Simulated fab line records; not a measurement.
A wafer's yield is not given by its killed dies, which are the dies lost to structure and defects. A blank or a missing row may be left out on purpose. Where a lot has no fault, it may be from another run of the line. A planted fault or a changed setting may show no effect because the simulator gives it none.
The same fault as seen by 3 desks ; flow n5-finfet ; what lay behind the numbers comes last; until then each desk has only its own

THE DEFECT DESK
For each lot, the counts of the inspections along the route, averaged over the sampled wafers that have a number. Marked OUT: a lot whose mean sits more than 4 standard deviations from the usual mean, which makes it out of limits; the brackets give that distance.
Columns: A = raw-defect-count at N5_BEOL_M2_INSPECT_30, usual 404
lot;first seen here;A
L316;day 6 08:36;353
L322;day 8 05:58;333
L330;day 10 08:44;410
L332;day 10 15:48;290
L335;day 11 05:04;458
L337;day 11 15:23;368
Result from this desk: across the 6 lots, nothing is out of limits.

THE TOOL OWNER'S DESK: rie-diel-03
The tool's own readings at N5_BEOL_M2_VIA_ETCH_34 (etches the open film in C4F6/O2, target depth 69.4 nm, time 65.9 s): means of the sampled wafers that have a number, for each lot that ran on this tool. Marked OUT: a lot whose mean sits more than 4 standard deviations from the usual mean, which makes it out of limits; the brackets give that distance.
Columns: A = drypump-motor-current-A at N5_BEOL_M2_VIA_ETCH_34, usual 5.6 A; B = oes-product-au at N5_BEOL_M2_VIA_ETCH_34, usual 0.79 a.u.; C = rf-vpp-V at N5_BEOL_M2_VIA_ETCH_34, usual 666 V; D = showerhead-plenum-p-Torr at N5_BEOL_M2_VIA_ETCH_34, usual 2.84 Torr; E = throttle-valve-pct at N5_BEOL_M2_VIA_ETCH_34, usual 30.79 %
lot;first seen here;A;B;C;D;E
L322;day 8 07:50;6.0;0.79;669;2.85;30.89
L330;day 10 09:56;5.9;0.76;668;2.78;31.07
L332;day 10 18:01;5.3;1.08;667;2.83;30.69
Result from this desk: across the 3 lots, nothing is out of limits.

THE METROLOGY DESK
What the gauges read, lot by lot, whatever tool the lot ran on: means of the sampled wafers that have a number. Marked OUT: a lot whose mean sits more than 4 standard deviations from the usual mean, which makes it out of limits; the brackets give that distance. It has 12 readings; the 7 that lie furthest out on some lot are the ones shown.
Columns: A = cd-nm at N5_BEOL_M2_CD_MEAS_28, usual 26.25 nm; B = IOFF_N at N5_BEOL_M4_RC_MEAS_101, usual 0.16 nA/um; C = IOFF_P at N5_BEOL_M4_RC_MEAS_101, usual 0.21 nA/um; D = ION_N at N5_BEOL_M4_RC_MEAS_101, usual 675 uA/um; E = ION_P at N5_BEOL_M4_RC_MEAS_101, usual 462 uA/um; F = VT_N at N5_BEOL_M4_RC_MEAS_101, usual 249 mV; G = VT_P at N5_BEOL_M4_RC_MEAS_101, usual -250 mV
lot;first seen here;A;B;C;D;E;F;G
L316;day 6 08:31;25.96;0.15;0.20;665;453;251;-253
L322;day 8 05:52;26.11;0.19;0.25;692;472;244;-248
L330;day 10 08:38;26.54;0.20;0.30;683;475;246;-242
L332;day 10 15:43;26.21;0.15;0.17;658;446;252;-256
L335;day 11 04:58;25.98;0.16;0.22;669;462;252;-248
L337;day 11 15:18;26.62;0.21;0.24;689;466;245;-251
Result from this desk: across the 6 lots, nothing is out of limits.

TAKEN TOGETHER
Nothing the defect desk looked at was out of limits.
The tool owner's desk saw nothing out of limits.
The metrology desk saw nothing out of limits.

WHAT WAS PUT IN BY THE SIMULATOR
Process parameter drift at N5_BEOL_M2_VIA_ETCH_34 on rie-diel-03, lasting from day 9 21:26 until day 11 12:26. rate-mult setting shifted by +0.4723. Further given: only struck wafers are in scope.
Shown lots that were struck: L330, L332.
